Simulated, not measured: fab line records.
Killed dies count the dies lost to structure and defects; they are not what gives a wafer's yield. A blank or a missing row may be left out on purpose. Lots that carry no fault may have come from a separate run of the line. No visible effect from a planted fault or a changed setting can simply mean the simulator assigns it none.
Lot-split experiment || flow n5Finfet || on a route of 1938 steps: 7 lots, 21 wafers read

== THE SPLIT ==
At N5_BEOL_M15_COAT_22 (resist thk 800 nm), the setting spinRpm was moved away from the recipe's 1704 rpm on 8 of the 21 wafers read, by -11.0% to +3.1%. This setting was run at the recipe's value on the other wafers.

Reading taken at the split's own step.

== THE READING ==
coat_of_BEOL_M15_COAT_22.thkNm (the simulator's own value, which no gauge read), in nm, at N5_BEOL_M15_COAT_22 (resist thk 800 nm). The file gives no usual value for it. Across the 13 wafers here that went through the recipe, the average is 800.0 nm and the standard deviation 3.3 nm.

{"wafer": "L074.1", "tool, chamber at the split": "lithoTrack-03, 0", "spinRpm as run, rpm": 1648, "against the recipe": "-3.3%", "coat_of_BEOL_M15_COAT_22.thkNm, nm": 815, "against lot-mates on the recipe": "+13.6"}
{"wafer": "L074.3", "tool, chamber at the split": "lithoTrack-03, 0", "spinRpm as run, rpm": 1704, "against the recipe": "recipe", "coat_of_BEOL_M15_COAT_22.thkNm, nm": 801.4, "against lot-mates on the recipe": "-"}
{"wafer": "L074.6", "tool, chamber at the split": "lithoTrack-03, 0", "spinRpm as run, rpm": 1648, "against the recipe": "-3.3%", "coat_of_BEOL_M15_COAT_22.thkNm, nm": 815.4, "against lot-mates on the recipe": "+14.0"}
{"wafer": "L078.3", "tool, chamber at the split": "lithoTrack-05, 0", "spinRpm as run, rpm": 1516, "against the recipe": "-11.0%", "coat_of_BEOL_M15_COAT_22.thkNm, nm": 851.2, "against lot-mates on the recipe": "+48.0"}
{"wafer": "L078.4", "tool, chamber at the split": "lithoTrack-05, 0", "spinRpm as run, rpm": 1704, "against the recipe": "recipe", "coat_of_BEOL_M15_COAT_22.thkNm, nm": 804.6, "against lot-mates on the recipe": "-"}
{"wafer": "L078.6", "tool, chamber at the split": "lithoTrack-05, 0", "spinRpm as run, rpm": 1704, "against the recipe": "recipe", "coat_of_BEOL_M15_COAT_22.thkNm, nm": 801.8, "against lot-mates on the recipe": "-"}
{"wafer": "L081.1", "tool, chamber at the split": "lithoTrack-03, 0", "spinRpm as run, rpm": 1636, "against the recipe": "-4.0%", "coat_of_BEOL_M15_COAT_22.thkNm, nm": 816.4, "against lot-mates on the recipe": "+19.4"}
{"wafer": "L081.4", "tool, chamber at the split": "lithoTrack-03, 0", "spinRpm as run, rpm": 1704, "against the recipe": "recipe", "coat_of_BEOL_M15_COAT_22.thkNm, nm": 797, "against lot-mates on the recipe": "-"}
{"wafer": "L081.6", "tool, chamber at the split": "lithoTrack-03, 0", "spinRpm as run, rpm": 1636, "against the recipe": "-4.0%", "coat_of_BEOL_M15_COAT_22.thkNm, nm": 814.8, "against lot-mates on the recipe": "+17.8"}
{"wafer": "L084.2", "tool, chamber at the split": "lithoTrack-03, 0", "spinRpm as run, rpm": 1704, "against the recipe": "recipe", "coat_of_BEOL_M15_COAT_22.thkNm, nm": 793.8, "against lot-mates on the recipe": "-"}
{"wafer": "L084.3", "tool, chamber at the split": "lithoTrack-03, 0", "spinRpm as run, rpm": 1704, "against the recipe": "recipe", "coat_of_BEOL_M15_COAT_22.thkNm, nm": 793.8, "against lot-mates on the recipe": "-"}
{"wafer": "L084.5", "tool, chamber at the split": "lithoTrack-03, 0", "spinRpm as run, rpm": 1756, "against the recipe": "+3.1%", "coat_of_BEOL_M15_COAT_22.thkNm, nm": 781.2, "against lot-mates on the recipe": -12.6}
{"wafer": "L087.4", "tool, chamber at the split": "lithoTrack-04, 0", "spinRpm as run, rpm": 1704, "against the recipe": "recipe", "coat_of_BEOL_M15_COAT_22.thkNm, nm": 800.2, "against lot-mates on the recipe": "-"}
{"wafer": "L087.5", "tool, chamber at the split": "lithoTrack-04, 0", "spinRpm as run, rpm": 1704, "against the recipe": "recipe", "coat_of_BEOL_M15_COAT_22.thkNm, nm": 801, "against lot-mates on the recipe": "-"}
{"wafer": "L087.6", "tool, chamber at the split": "lithoTrack-04, 0", "spinRpm as run, rpm": 1704, "against the recipe": "recipe", "coat_of_BEOL_M15_COAT_22.thkNm, nm": 803, "against lot-mates on the recipe": "-"}
{"wafer": "L093.1", "tool, chamber at the split": "lithoTrack-05, 0", "spinRpm as run, rpm": 1704, "against the recipe": "recipe", "coat_of_BEOL_M15_COAT_22.thkNm, nm": 801.4, "against lot-mates on the recipe": "-"}
{"wafer": "L093.2", "tool, chamber at the split": "lithoTrack-05, 0", "spinRpm as run, rpm": 1704, "against the recipe": "recipe", "coat_of_BEOL_M15_COAT_22.thkNm, nm": 800.8, "against lot-mates on the recipe": "-"}
{"wafer": "L093.6", "tool, chamber at the split": "lithoTrack-05, 0", "spinRpm as run, rpm": 1704, "against the recipe": "recipe", "coat_of_BEOL_M15_COAT_22.thkNm, nm": 802.8, "against lot-mates on the recipe": "-"}
{"wafer": "L092.3", "tool, chamber at the split": "lithoTrack-03, 0", "spinRpm as run, rpm": 1704, "against the recipe": "recipe", "coat_of_BEOL_M15_COAT_22.thkNm, nm": 797.8, "against lot-mates on the recipe": "-"}
{"wafer": "L092.5", "tool, chamber at the split": "lithoTrack-03, 0", "spinRpm as run, rpm": 1652, "against the recipe": "-3.1%", "coat_of_BEOL_M15_COAT_22.thkNm, nm": 810, "against lot-mates on the recipe": "+12.2"}
{"wafer": "L092.6", "tool, chamber at the split": "lithoTrack-03, 0", "spinRpm as run, rpm": 1652, "against the recipe": "-3.1%", "coat_of_BEOL_M15_COAT_22.thkNm, nm": 810, "against lot-mates on the recipe": "+12.2"}

THE FIT
A straight line over all 21 wafers: coat_of_BEOL_M15_COAT_22.thkNm changes by -4.59 nm for each +1% of spinRpm; r = -0.97; the points scatter about the line by 3.2 nm.
The same after taking each lot's own level away (the mean of its wafers on the recipe; 21 wafers): -4.34 nm for each +1%; r = -1.00; scatter 0.97 nm.
According to that fit, moving spinRpm by its largest amount changes the reading by 48 nm.
Measured against the standard deviation above, the lots' own levels, which go from 793.80 to 803.20 nm, span 2.9 times it.
The two slopes agree, so the slope changes little with the lot-to-lot level.
Check: +47.7 nm against its lot-mates is what the line predicts for one of the wafers moved furthest among these (-11.0%) when that wafer is left out of the fit. Against them it came out at +48 nm.

== ADDITIONAL SPLITS CARRIED BY THESE WAFERS ==
Note: prior to the reading, these wafers also went through further splits. Each is held against what the fit with the lots' levels taken away leaves over:
{"other split on the same wafers": "N5_BEOL_M12_PEB_08 pebTempC", "wafers away from the commonest value": 6, "r with coat_of_BEOL_M15_COAT_22.thkNm (lot level and that fit taken away)": "+0.20"}
{"other split on the same wafers": "N5_BEOL_M13_COAT_58 spinRpm", "wafers away from the commonest value": 6, "r with coat_of_BEOL_M15_COAT_22.thkNm (lot level and that fit taken away)": "+0.06"}
{"other split on the same wafers": "N5_BEOL_M13_ETCH_59 timeS", "wafers away from the commonest value": 6, "r with coat_of_BEOL_M15_COAT_22.thkNm (lot level and that fit taken away)": "+0.30"}
{"other split on the same wafers": "N5_BEOL_M15_ILD_DEP_00 timeS", "wafers away from the commonest value": 8, "r with coat_of_BEOL_M15_COAT_22.thkNm (lot level and that fit taken away)": "+0.35"}

== FILE'S OWN FIT ==
coat_of_BEOL_M15_COAT_22.thkNm changes by -4.34 nm for each +1% of spinRpm, r = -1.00.
